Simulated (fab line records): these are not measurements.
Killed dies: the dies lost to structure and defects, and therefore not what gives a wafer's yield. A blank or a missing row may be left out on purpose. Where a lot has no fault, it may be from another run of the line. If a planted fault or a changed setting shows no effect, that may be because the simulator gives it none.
Chamber matching | flow nand_harc | NHARC_A_STAIRCASE_ETCH_313 on rie_diel-10 has 4 sister chambers
The step etches the open film in CF4/CHF3. 4 wafers are shown with their chamber, then 11 later ones without.

WAFERS WITH THEIR CHAMBER
wafer  | chamber | drypump_motor_current_A (A)
L089.1 | 0       | 5.59
L089.4 | 3       | 6.02
L089.6 | 2       | 5.29
L087.1 | 1       | 5.54

WAFERS WITHOUT THEIR CHAMBER
wafer  | drypump_motor_current_A (A)
L087.3 | 6.05
L087.5 | 5.27
L091.1 | 5.50
L091.3 | 5.27
L091.6 | 5.54
L090.1 | 5.32
L090.3 | 6.03
L090.5 | 5.59
L093.1 | 5.57
L093.4 | 6.03
L093.6 | 5.33

EACH ONE'S CHAMBER
wafer  | from the rows above     | in truth
L087.3 | 3                       | 3
L087.5 | 2                       | 2
L091.1 | 1                       | 1
L091.3 | 2                       | 2
L091.6 | 1                       | 1
L090.1 | 2                       | 2
L090.3 | 3                       | 3
L090.5 | 0                       | 0
L093.1 | can't be placed: 0 or 1 | 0
L093.4 | 3                       | 3
L093.6 | 2                       | 2
Correctly placed: 10 of 11. These rows do not allow placing 1 (true chamber among the candidates in 1). Wrongly placed: 0.
How it was worked out, from the rows above alone: a wafer's distance from a chamber is the root of the sum, over the readings, of the square of ((its reading less the chamber's mean) divided by the reading's scatter). If the next closest chamber is less than 2 further off than the closest, the wafer can't be placed; otherwise it belongs to the closest. A chamber's mean is the mean of its shown wafers. The scatter (one wafer shown for each chamber): square how far every hidden wafer sits from the nearest shown wafer, average those squares and take the square root.
